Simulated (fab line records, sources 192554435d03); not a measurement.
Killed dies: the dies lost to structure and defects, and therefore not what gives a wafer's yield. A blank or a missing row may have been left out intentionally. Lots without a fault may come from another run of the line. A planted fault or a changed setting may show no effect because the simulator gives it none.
fab line records -- flow n5Finfet
[record] lots = 5, wafers = 15, lastDay = 16
route steps=1938 shown BEOL_M1@788 PASSIVATION@1936
lots untouched by any fault: they come from a run of this same line in which no faults occurred
startH: start of the lot's first displayed wafer, in hours after the record's first day -- waitH: hours from the lot's prior step to this one -- " unchanged from the row above -- L1.1+2: a row that stands for several wafers -- - either no value or no given start -- * or withheld: withheld -- < > ~ a bound
route shown NAME@n: names a module that has steps shown in the file, with the first one's number in the route -- usual: mean/standard deviation taken from wafers without a fault -- same: alike in all rows -- chamber/n: place in a boat -- sites: the reading at each site -- _std_site: their standard deviation -- _edge_site: the outer-site mean with the inner-site mean subtracted -- radiusMm: for every site, how far away it sits from the centre of the wafer -- mask NAME#n: copy n -- behind: tool/chamber where the wafer was last shaped -- hold: reason for holding the lot/hours on hold/outcome of the hold -- device: the transistor (n, p or np) that didn't switch -- end of line: tests of these same wafers at the route's end -- a step with no rows: only its recipe -- killed: dies lost to structure and defects at the first sort, not the wafer's yield -- map: a wafer's dies, marking killed ones x, the rest . and places with no die _
set.NAME: the run value of the setting; set.NAME@STEP: its run value at that earlier step -- model.NAME: the simulator's own value behind a step, which no gauge read
lots seen at some steps along the route; tables by step, rows by wafer
services: a tool's chamber out of use, with start hour (startH, from the record's first day; less than 0 if before it), hours out, and reason
[[steps]]
[step N5_BEOL_M1_INSPECT_30]
[recipe] mode = adi, inspectInstrument = brightfield
[usual] rawDefectCount = 411/88
lot.wafer,tool,chamber,startH,waitH,rawDefectCount
L710.2,defectInspect-01,-,124.17,0.0,440
L710.3,defectInspect-01,-,124.17,0.0,326
L710.6,defectInspect-01,-,124.17,0.0,307
L713.1,defectInspect-01,-,141.00,0.1,413
L713.4,defectInspect-01,-,141.00,0.1,420
L713.6,defectInspect-01,-,141.00,0.1,466
L718.2,defectInspect-01,-,175.77,0.0,460
L718.3,defectInspect-01,-,175.77,0.0,472
L718.4,defectInspect-01,-,175.77,0.0,574
L725.4,defectInspect-01,-,212.10,0.0,286
L725.5,defectInspect-01,-,212.10,0.0,374
L725.6,defectInspect-01,-,212.10,0.0,395
L728.1,defectInspect-02,-,233.72,0.1,549
L728.3,defectInspect-02,-,233.72,0.1,512
L728.5,defectInspect-02,-,233.72,0.1,354
[step N5_BEOL_M1_DESCUM_33]
[recipe] chemistry = O2, timeS = 7, sourcePowerW = 50, biasPowerW = 20, pressureMtorr = 20, rfFrequencyHz = 2.712e+07, tempC = 40, resist = CAR-EUV, o2FlowSccm = 225
[step N5_BEOL_M1_ETCH_77]
[recipe] chemistry = N2/H2, target = underlayer, targetDepthA = 65, maskMaterial = CAR-EUV, timeS = 5.2, ionEnergyEv = 200, pressureMtorr = 30, sourceW = 840, biasW = 150, n2FlowSccm = 200, h2FlowSccm = 200, ends = cleared
[usual] drypumpMotorCurrentA = 5.5/0.48, etchRfOnTimeS = 5.19/0.075, n2FlowSccm = 200.0/0.59, oesProductAu = 0.65/0.046, rfVppV = 522.7/3, showerheadPlenumPTorr = 2.50/0.097, throttleValvePct = 17.82/0.19
lot.wafer,tool,chamber,startH,waitH,drypumpMotorCurrentA,etchRfOnTimeS,n2FlowSccm,oesProductAu,rfHoursCounterH,rfVppV,showerheadPlenumPTorr,throttleValvePct
L710.2,rieDiel-06,0,124.24,0.0,5.5,5.38,199.7,0.62,142,523.8,2.55,18.25
L710.3,rieDiel-06,2,124.24,0.0,5.0,5.27,199.1,0.65,134,519.1,2.45,17.77
L710.6,rieDiel-06,2,124.24,0.0,5.0,5.27,199.5,0.65,-,522.5,2.45,17.78
L713.1,rieDiel-02,1,141.06,0.0,6.3,5.26,200.6,0.66,139,521.5,2.45,17.71
L713.4,rieDiel-02,0,141.06,0.0,5.2,5.16,200.4,0.76,35,527.8,2.70,17.58
L713.6,rieDiel-02,0,141.06,0.0,5.2,5.21,199.8,0.75,-,529.5,2.70,17.54
L718.2,rieDiel-01,1,175.84,0.0,4.7,5.14,199.7,0.61,189,526.3,2.63,18.04
L718.3,rieDiel-01,2,175.84,0.0,6.3,5.14,200.3,0.62,157,523.0,2.53,17.68
L718.4,rieDiel-01,0,175.84,0.0,5.4,5.07,199.6,0.67,107,518.1,2.35,17.65
L725.4,rieDiel-02,0,212.17,0.0,5.2,5.20,199.1,0.73,56,526.5,2.69,17.59
L725.5,rieDiel-02,3,212.17,0.0,5.9,5.17,200.6,0.66,-,523.7,2.54,17.78
L725.6,rieDiel-02,2,212.17,0.0,5.1,5.25,200.1,0.63,-,520.0,2.43,17.79
L728.1,rieDiel-02,1,233.78,0.0,6.3,5.16,200.5,0.66,165,519.5,2.44,17.73
L728.3,rieDiel-02,0,233.78,0.0,5.3,5.17,201.2,0.71,63,529.1,2.69,17.62
L728.5,rieDiel-02,1,233.78,0.0,6.3,5.14,200.4,0.65,-,518.8,2.44,17.73
[step N5_BEOL_M1_ETCH_69]
[recipe] chemistry = CF4, target = SiARC, targetDepthA = 156, maskMaterial = CAR-EUV, timeS = 26, ionEnergyEv = 80, pressureMtorr = 40, sourceW = 545, biasW = 36, Ar_flow_sccm = 100, cf4FlowSccm = 100, ends = cleared
[step N5_BEOL_M1_ALD_98]
[recipe] material = SiO2, targetThkA = 25, tempC = 100, aldPrecursorFamily = BDEAS, aldCoReactant = O2-plasma, pulseTimeS = 1, coReactantPulseTimeS = 1, purgeTimeS = 2, coReactantPurgeTimeS = 2, aldCycles = 17, pressureTorr = 2
[step N5_BEOL_M1_ETCHBACK_99]
[recipe] chemistry = CHF3, target = SiO2, targetDepthA = 50, timeS = 10.4, sourceW = 215, biasW = 47, Ar_flow_sccm = 200, CHF3_flow_sccm = 12, ionEnergyEv = 100, pressureMtorr = 30
[step N5_BEOL_M1_ETCH_70]
[recipe] chemistry = N2/H2, target = SOC, targetDepthA = 800, overetchA = 160, maskMaterial = SiARC, tempC = 40, timeS = 120, ionEnergyEv = 200, pressureMtorr = 30, sourceW = 840, biasW = 150, n2FlowSccm = 200, h2FlowSccm = 200
[step N5_BEOL_M1_STRIP_71]
[recipe] chemistry = N2/H2, tempC = 40, n2FlowSccm = 200, h2FlowSccm = 200, rfFrequencyHz = 6e+07
[step N5_BEOL_M1_STRIP_78]
[recipe] chemistry = N2/H2, tempC = 40, n2FlowSccm = 200, h2FlowSccm = 200, rfFrequencyHz = 6e+07
[step N5_BEOL_M1_VIA_ETCH_34]
[recipe] chemistry = C4F6/O2, targetDepthA = 678, maskMaterial = SOC, pressureMtorr = 15, ionEnergyEv = 250, taperDeg = 4, timeS = 64.4, sourceW = 350, biasW = 170, Ar_flow_sccm = 300, C4F6_flow_sccm = 10, O2_flow_sccm = 10
[usual] drypumpMotorCurrentA = 5.5/0.49, oesProductAu = 0.74/0.056, rfVppV = 662/7.7, showerheadPlenumPTorr = 2.79/0.097, throttleValvePct = 30.73/0.23
lot.wafer,tool,chamber,startH,waitH,drypumpMotorCurrentA,oesProductAu,rfHoursCounterH,rfVppV,showerheadPlenumPTorr,throttleValvePct
L710.2,rieDiel-01,2,127.47,0.0,6.3,0.74,141,667,2.84,30.45
L710.3,rieDiel-01,3,127.47,0.0,5.7,0.71,220,661,2.82,30.91
L710.6,rieDiel-01,2,127.47,0.0,6.3,0.73,-,665,2.83,30.43
L713.1,rieDiel-01,2,144.66,0.0,6.4,0.75,146,666,2.83,30.43
L713.4,rieDiel-01,0,144.66,0.0,5.4,0.80,98,658,2.65,30.63
L713.6,rieDiel-01,1,144.66,0.0,4.7,0.72,-,666,2.96,31.08
L718.2,rieDiel-01,3,178.98,0.0,5.8,0.69,234,662,2.82,30.90
L718.3,rieDiel-01,0,178.98,0.0,5.4,0.79,107,659,2.65,30.64
L718.4,rieDiel-01,2,178.98,0.0,6.3,0.73,157,665,2.83,30.46
L725.4,rieDiel-06,0,213.14,0.0,5.5,0.72,167,678,2.84,31.20
L725.5,rieDiel-06,3,213.14,0.0,5.6,0.67,-,660,2.69,30.58
L725.6,rieDiel-06,2,213.14,0.0,5.0,0.74,-,651,2.74,30.78
L728.1,rieDiel-06,0,234.46,0.0,5.5,0.71,173,679,2.84,31.19
L728.3,rieDiel-06,2,234.46,0.0,5.0,0.73,171,651,2.73,30.79
L728.5,rieDiel-06,2,234.46,0.0,5.0,0.74,-,651,2.73,30.79
[step N5_BEOL_M1_STRIP_83]
[recipe] chemistry = C4F6/O2, resist = SiARC, rfFrequencyHz = 6e+07
[step N5_BEOL_M1_STRIP_36]
[recipe] chemistry = N2/H2, powerW = 450, tempC = 40, pressureMtorr = 20, rfFrequencyHz = 6e+07, overashFraction = 0.3, biasPowerW = 7, h2Frac = 0.5, n2FlowSccm = 200, h2FlowSccm = 200
[step N5_BEOL_M1_TRENCH_ETCH_37]
[recipe] chemistry = C4F6/O2, targetDepthA = 552.07, target = SiOC, timeS = 29, ionEnergyEv = 250, pressureMtorr = 30, sourceW = 355, biasW = 185, Ar_flow_sccm = 300, C4F6_flow_sccm = 10, O2_flow_sccm = 10
[usual] drypumpMotorCurrentA = 5.4/0.49, oesProductAu = 0.74/0.055, rfVppV = 662/7.8, showerheadPlenumPTorr = 2.80/0.097, throttleValvePct = 20.83/0.2
lot.wafer,tool,chamber,startH,waitH,drypumpMotorCurrentA,oesProductAu,rfHoursCounterH,rfVppV,showerheadPlenumPTorr,throttleValvePct
L710.2,rieDiel-01,2,127.57,-,6.3,0.74,141,665,2.84,20.64
L710.3,rieDiel-01,3,127.57,-,5.8,0.71,220,665,2.83,20.95
L710.6,rieDiel-01,2,127.57,-,6.3,0.73,-,666,2.84,20.63
L713.1,rieDiel-01,2,144.76,-,6.3,0.73,146,665,2.84,20.63
L713.4,rieDiel-01,0,144.76,-,5.4,0.80,98,658,2.65,20.65
L713.6,rieDiel-01,1,144.76,-,4.7,0.72,-,666,2.96,21.13
L718.2,rieDiel-01,3,179.08,-,5.7,0.70,234,659,2.82,20.95
L718.3,rieDiel-01,0,179.08,-,5.4,0.79,107,658,2.65,20.65
L718.4,rieDiel-01,2,179.08,-,6.3,0.72,157,667,2.83,20.66
L725.4,rieDiel-06,0,213.24,-,5.6,0.72,167,678,2.85,21.24
L725.5,rieDiel-06,3,213.24,-,5.6,0.67,-,660,2.70,20.79
L725.6,rieDiel-06,2,213.24,-,5.0,0.74,-,650,2.74,20.90
L728.1,rieDiel-06,0,234.56,-,5.5,0.71,173,679,2.84,21.25
L728.3,rieDiel-06,2,234.56,-,5.0,0.73,171,651,2.74,20.89
L728.5,rieDiel-06,2,234.56,-,5.0,0.73,-,651,2.74,20.90
[step N5_BEOL_M1_ETCH_41]
[recipe] chemistry = CH3F/O2, target = SiCN, targetDepthA = 319, taperDeg = 2, timeS = 57.8, ionEnergyEv = 120, maskMaterial = TiN, pressureMtorr = 30, sourceW = 395, biasW = 75, Ar_flow_sccm = 150, CH3F_flow_sccm = 30, O2_flow_sccm = 20
[step N5_BEOL_M1_STRIP_97]
[recipe] chemistry = N2/H2, timeS = 10, powerW = 450, tempC = 40, pressureMtorr = 20, rfFrequencyHz = 6e+07, biasPowerW = 7, n2FlowSccm = 200, h2FlowSccm = 200
[step N5_BEOL_M1_OCD_MEAS_38]
[usual] trenchDepthNm = 55.0/0.7
lot.wafer,tool,chamber,startH,waitH,trenchDepthNm
L710.2,ocd-01,-,127.73,-,55.5
L710.3,ocd-01,-,127.73,-,54.8
L710.6,ocd-01,-,127.73,-,55.1
L713.1,ocd-01,-,144.92,-,54.7
L713.4,ocd-01,-,144.92,-,55.6
L713.6,ocd-01,-,144.92,-,55.4
L718.2,ocd-01,-,179.24,-,55.9
L718.3,ocd-01,-,179.24,-,55.7
L718.4,ocd-01,-,179.24,-,54.8
L725.4,ocd-01,-,213.40,-,54.7
L725.5,ocd-01,-,213.40,-,54.8
L725.6,ocd-01,-,213.40,-,55.2
L728.1,ocd-02,-,234.71,-,54.1
L728.3,ocd-02,-,234.71,-,55.6
L728.5,ocd-02,-,234.71,-,55.5
[step N5_BEOL_M1_HM_STRIP_39]
[recipe] chemistry = peroxideTinStrip, material = TiN, targetDepthA = 250, tempC = 50, timeS = 158
[step N5_BEOL_M1_SRD_40]
[recipe] timeS = 30, tempC = 23, rinseLiquid = diw, dry = ipaMarangoni
[step N5_BEOL_M1_PRECLEAN_42]
[recipe] chemistry = residueRemover, timeS = 60, tempC = 40
[step N5_BEOL_M1_SRD_43]
[recipe] timeS = 30, tempC = 23, rinseLiquid = diw, dry = ipaMarangoni
[step N5_BEOL_M1_CD_MEAS_35]
[recipe] targetCdNm = 18, targetCdYNm = 21, polarity = opening
[usual] cdNm = 18.0/0.3
lot.wafer,tool,chamber,startH,waitH,cdNm
L710.2,cdSem-02,-,127.88,0.0,17.5
L710.3,cdSem-02,-,127.88,0.0,18.3
L710.6,cdSem-02,-,127.88,0.0,17.5
L713.1,cdSem-03,-,145.07,0.0,18.3
L713.4,cdSem-03,-,145.07,0.0,18.5
L713.6,cdSem-03,-,145.07,0.0,18.0
L718.2,cdSem-03,-,179.39,0.0,18.0
L718.3,cdSem-03,-,179.39,0.0,18.0
L718.4,cdSem-03,-,179.39,0.0,18.0
L725.4,cdSem-02,-,213.55,0.0,17.7
L725.5,cdSem-02,-,213.55,0.0,17.6
L725.6,cdSem-02,-,213.55,0.0,17.5
L728.1,cdSem-01,-,234.88,0.0,17.9
L728.3,cdSem-01,-,234.88,0.0,17.7
L728.5,cdSem-01,-,234.88,0.0,17.5
[step N5_BEOL_M1_DEGAS_44]
[recipe] ambient = vacuum, tempC = 250, timeS = 60
[step N5_BEOL_M1_PRE_CLEAN_45]
[recipe] gas = H2/He, timeS = 30, tempC = 250
[step N5_BEOL_M1_ALD_84]
[recipe] material = TaN, targetThkA = *, tempC = 275, aldPrecursorFamily = PDMAT, aldCoReactant = NH3, pressureTorr = 3, carrierFlowSccm = 1500, pulseTimeS = 2, purgeTimeS = 3, coReactantPurgeTimeS = 2, coReactantPulseTimeS = 3, aldCycles = 30, precursorVesselTempC = 75, precursorVesselPressureTorr = 26.25, precursorVesselCarrierSccm = 1000
[usual] heaterPowerW = 415/30
lot.wafer,tool,chamber,startH,waitH,heaterPowerW
L710.2,aldMetal-02,3,128.12,0.0,434
L710.3,aldMetal-02,0,128.12,0.0,405
L710.6,aldMetal-02,0,128.12,0.0,403
L713.1,aldMetal-02,0,145.51,0.0,408
L713.4,aldMetal-02,1,145.51,0.0,414
L713.6,aldMetal-02,0,145.51,0.0,411
L718.2,aldMetal-03,1,180.35,0.3,489
L718.3,aldMetal-03,2,180.35,0.3,384
L718.4,aldMetal-03,3,180.35,0.3,399
L725.4,aldMetal-02,2,213.96,0.0,394
L725.5,aldMetal-02,1,213.96,0.0,421
L725.6,aldMetal-02,2,213.96,0.0,377
L728.1,aldMetal-03,2,235.08,0.0,387
L728.3,aldMetal-03,3,235.08,0.0,389
L728.5,aldMetal-03,1,235.08,0.0,475
[step N5_BEOL_M1_SURFACE_TREAT_85]
[recipe] gas = Ar, timeS = *, ionEnergyEv = *, ionCurrentMaCm2 = 0.5, pressureMtorr = *, arFlowSccm = 30
[step N5_BEOL_M1_CVD_47]
[recipe] material = Co, targetThkA = 30, tempC = withheld, precursor = CCTBA/H2, pressureTorr = 30, timeS = 223.8
[step N5_BEOL_M1_SPUTTER_48]
[recipe] material = Cu, targetThkA = 45, tempC = -20, chamberPressurePa = 0.07, powerW = withheld, timeS = 8.29
[step N5_BEOL_M1_ANNEAL_49]
[recipe] tempC = 400, timeS = 240, ambient = vacuum
[step N5_BEOL_M1_SPUTTER_79]
[recipe] material = Cu, targetThkA = 45, tempC = -20, chamberPressurePa = 0.07, powerW = withheld, timeS = 8.29
[step N5_BEOL_M1_ANNEAL_80]
[recipe] tempC = 400, timeS = 240, ambient = vacuum
[step N5_BEOL_M1_SPUTTER_81]
[recipe] material = Cu, targetThkA = 45, tempC = -20, chamberPressurePa = 0.07, powerW = withheld, timeS = 8.29
[step N5_BEOL_M1_ANNEAL_82]
[recipe] tempC = 400, timeS = 240, ambient = vacuum
[step N5_BEOL_M1_SPUTTER_86]
[recipe] material = Cu, targetThkA = 45, tempC = -20, chamberPressurePa = 0.07, powerW = withheld, timeS = 8.29
[usual] chamberPressurePa = 0.06998/0.00013, throttleValvePct = 29.5/1.2
lot.wafer,tool,chamber,startH,waitH,chamberPressurePa,throttleValvePct
L710.2,pvdSputter-03,-,129.44,0.1,0.06988,31.0
L710.3,pvdSputter-03,-,129.44,0.1,0.06975,30.7
L710.6,pvdSputter-03,-,129.44,0.1,0.06983,28.8
L713.1,pvdSputter-02,-,147.05,0.1,0.06996,29.5
L713.4,pvdSputter-02,-,147.05,0.1,0.07015,30.3
L713.6,pvdSputter-02,-,147.05,0.1,0.07004,30.9
L718.2,pvdSputter-01,-,181.58,0.1,0.07006,28.8
L718.3,pvdSputter-01,-,181.58,0.1,0.06994,30.8
L718.4,pvdSputter-01,-,181.58,0.1,0.07014,27.7
L725.4,pvdSputter-01,-,215.18,0.1,0.06996,30.8
L725.5,pvdSputter-01,-,215.18,0.1,0.07005,30.9
L725.6,pvdSputter-01,-,215.18,0.1,0.06994,28.8
L728.1,pvdSputter-01,-,236.30,0.1,0.07006,30.8
L728.3,pvdSputter-01,-,236.30,0.1,0.06988,29.8
L728.5,pvdSputter-01,-,236.30,0.1,0.06997,27.7
[step N5_BEOL_M1_ANNEAL_87]
[recipe] tempC = 400, timeS = 240, ambient = vacuum
[step N5_BEOL_M1_SPUTTER_88]
[recipe] material = Cu, targetThkA = 45, tempC = -20, chamberPressurePa = 0.07, powerW = withheld, timeS = 8.29
[step N5_BEOL_M1_ANNEAL_89]
[recipe] tempC = 400, timeS = 240, ambient = vacuum
[step N5_BEOL_M1_SPUTTER_90]
[recipe] material = Cu, targetThkA = 45, tempC = -20, chamberPressurePa = 0.07, powerW = withheld, timeS = 8.29
[step N5_BEOL_M1_ANNEAL_91]
[recipe] tempC = 400, timeS = 240, ambient = vacuum
[step N5_BEOL_M1_SPUTTER_92]
[recipe] material = Cu, targetThkA = 45, tempC = -20, chamberPressurePa = 0.07, powerW = withheld, timeS = 8.29
[step N5_BEOL_M1_ANNEAL_93]
[recipe] tempC = 400, timeS = 240, ambient = vacuum
[step N5_BEOL_M1_SPUTTER_94]
[recipe] material = Cu, targetThkA = 45, tempC = -20, chamberPressurePa = 0.07, powerW = withheld, timeS = 8.29
[usual] chamberPressurePa = 0.07003/0.00014, throttleValvePct = 29.5/1.2
lot.wafer,tool,chamber,startH,waitH,chamberPressurePa,throttleValvePct
L710.2,pvdSputter-03,-,130.32,0.1,0.07012,31.0
L710.3,pvdSputter-03,-,130.32,0.1,0.07014,30.6
L710.6,pvdSputter-03,-,130.32,0.1,0.07006,28.6
L713.1,pvdSputter-02,-,147.93,0.1,0.07013,29.6
L713.4,pvdSputter-02,-,147.93,0.1,0.07002,29.8
L713.6,pvdSputter-02,-,147.93,0.1,0.07003,30.7
L718.2,pvdSputter-01,-,182.46,0.1,0.07026,29.2
L718.3,pvdSputter-01,-,182.46,0.1,0.07017,31.0
L718.4,pvdSputter-01,-,182.46,0.1,0.07,27.7
L725.4,pvdSputter-01,-,216.06,0.1,0.07041,30.7
L725.5,pvdSputter-01,-,216.06,0.1,0.07033,30.9
L725.6,pvdSputter-01,-,216.06,0.1,0.0701,29.2
L728.1,pvdSputter-01,-,237.18,0.1,0.07008,31.0
L728.3,pvdSputter-01,-,237.18,0.1,0.06965,29.7
L728.5,pvdSputter-01,-,237.18,0.1,0.07006,27.3
[step N5_BEOL_M1_ANNEAL_95]
[recipe] tempC = 400, timeS = 240, ambient = vacuum
[step N5_PASSIVATION_PROBE_49]
[usual] defectLimitedYield = 91.2/1.4, killed_at_M0_to_M3 = 35/11, killed_at_M4_up = 12/4.2, killedAtContacts = 13/5.6, killedAtFrontEnd = 40/12, killedAtOther = 3.3/2.6, killedDies = 103/17, killedOpen = 68/12, killedShort = 34/7.6, sort_bin_5_function = 5.1/0.95, sort_bin_6_memory = 3.3/0.68, sortNPass = 1077/17, sortYieldPct = 91.2/1.4
[same] grossDies = 1180, killedAtBackSide = 0, sort_bin_4_leakage[%] = 0, sort_bin_8_speed[%] = 0
lot.wafer,tool,chamber,startH,waitH,defectLimitedYield[%],killed_at_M0_to_M3,killed_at_M4_up,killedAtContacts,killedAtFrontEnd,killedAtOther,killedDies,killedOpen,killedShort,sort_bin_5_function[%],sort_bin_6_memory[%],sortNPass,sortYieldPct[%]
L718.2,prober-01,-,319.40,0.1,85.3,127,12,12,20,3,174,41,25,9.6,3.1,1006,85.3
L718.3,prober-01,-,319.45,0.1,82.5,143,9,12,41,1,206,57,38,11.9,4.1,974,82.5
L718.4,prober-01,-,319.50,0.2,84.2,129,3,6,48,0,186,72,37,9.5,4.9,994,84.2
// killed by level:class
L718.2 BEOL_M1:unspecified=107 MOL_CONTACT_COAG:geometricParticle:open=11 DUMMY_GATE:geometricParticle:open=5 BEOL_M0_SAQP:geometricParticle:short=5 STI_FIN_REVEAL:geometricParticle:open=4 BEOL_M0_SAQP:geometricParticle:open=4 FIN_SAQP:geometricParticle:short=3 BEOL_M4:geometricParticle:short=3
L718.3 BEOL_M1:unspecified=111 BEOL_M1:geometricParticle:short=12 MOL_CONTACT_COAG:geometricParticle:open=11 STI_FIN_REVEAL:geometricParticle:open=6 GATE_CUT:geometricParticle:short=6 DUMMY_GATE:geometricParticle:open=5 BEOL_M3:geometricParticle:open=5 BEOL_M4:geometricParticle:open=5
L718.4 BEOL_M1:unspecified=77 BEOL_M3:geometricParticle:open=15 FIN_SAQP:geometricParticle:open=13 STI_FIN_REVEAL:geometricParticle:open=11 FIN_SAQP:geometricParticle:short=10 BEOL_M0_SAQP:geometricParticle:open=10 BEOL_M0_SAQP:geometricParticle:short=7 BEOL_M1:geometricParticle:open=6
// map L718.3 (x killed, . not)
_________________.........x..________________
______________......x..........._____________
___________.x............x.....x...__________
__________.....x...x.....x.........._________
________......x.............x..x......_______
_______....x.......x..x.x.........x....______
______...............x...............x.._____
_____....................x...x...........____
____.............x.x.........x....x...x.x.___
___....x.................xx..............xx__
___............................x......x....__
__...x..xx.........................x..x...xx_
__.........................................._
_......x......x......x...x......xx...........
_....x...........xx....x.....................
_...................xxx..xx....x.........x...
_...........xxxx.xx..xxxxxx..x.............x.
_......x.......xxxxxxxxxxx............x......
_.............x.x.xxxxxxxxxx.......x........x
_.....x......x.xxxxxxxxxxxxx..........x.x....
_..xx...x.x...xxxxxxxxxxxxx......x...........
__...........x..x.xxxxxxxx.................._
__x.x.x.......x.xxxxxxxxxxx..........x......_
___.......x.x.xx.xxxxxxxxxxx...............__
___x...........x...xxx.xx..................__
____...............x...x.x..x.............___
_____.x...........x.x.xx.................____
______.x..........................x....._____
_______..........x.....................______
________............x...xx.x.....x...._______
__________x..................x..x..._________
___________..x.........x...x.......__________
______________.................x_____________
_________________.........x..________________
// map L710.6 (x killed, . not)
_________________x..x........________________
______________x.........x.x.xx.._____________
___________........................__________
__________.x...x..x.............x..._________
________...........x.....x.......x...._______
_______................................______
______.....xx...................x....x.._____
_____.................x......x...........____
____..x..............xx.......x...........___
___..x.........x...x...............xx.....x__
___...x.........x.......x.......xx....xx.x.__
__...x..x...................x........x......_
__.......x.x..xx...x..x....................._
_.......x....x........................x...x.x
_..x...........x.............x...............
_..........x.....x............x..............
_.....x..x.......xxx...x..xx...x.............
_x...x.x..................x......xx....x...x.
_.x...............x.............x.x..........
_.x....x..x.....x......x.x...................
_..........x...x...........xx...x......x.....
__.....................x....x............x.._
__.......................x............x....x_
___..x.x.....x.........x...................__
___...x.........x........................x.__
____...x....x..................x...x......___
_____.x.....x.x..x.......................____
______......x.......x....x.............._____
_______.x..................x.......x...______
________x.x......................x..x._______
__________.......xx.....x.x.x......._________
___________........................__________
______________.....x...........x_____________
_________________....x.....x.________________
[[services]]
tool,chamber,startH,hours,kind
rieDiel-02,0,100.79,3.5,repair
pvdSputter-03,-,102.19,3.2,repair
rieDiel-02,0,104.59,9.6,repair
aldMetal-03,1,113.25,24.0,repair
aldMetal-03,2,116.12,4.3,repair
rieDiel-02,3,125.78,8.9,repair
aldMetal-03,2,139.43,27.2,repair
aldMetal-02,-,148.37,1.7,repair
rieDiel-06,0,161.86,8.2,repair
aldMetal-02,2,219.82,18.5,repair
rieDiel-01,2,235.65,2.4,repair
rieDiel-01,3,236.99,5.4,repair
[[key]]
[firstSign] step = N5_PASSIVATION_PROBE_49, reading = killed_at_M0_to_M3, direction = up, sigmas = 8.9, usual = 35, struck = 133
[effect] step = N5_PASSIVATION_PROBE_49, reading = defectLimitedYield, direction = down, sigmas = 5.1, usual = 91.2, struck = 84.0
[moreKillsBornAt] N5_BEOL_M1_TRENCH_ETCH_37@rieDiel-01 = 295
metAt N5_BEOL_M1_TRENCH_ETCH_37
struckWafers L718.2,L718.3,L718.4
onsetBetween 144.76 179.08
alsoFits N5_BEOL_M1_ETCH_77:rieDiel-01,N5_BEOL_M1_VIA_ETCH_34:rieDiel-01
[fault] kind = chamberParticleSource, tool = rieDiel-01, chamber = -, onsetH = 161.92, steps = N5_BEOL_M1_TRENCH_ETCH_37, ratePerVisitCm2 = 0.57747, untilTheNextWetClean = True
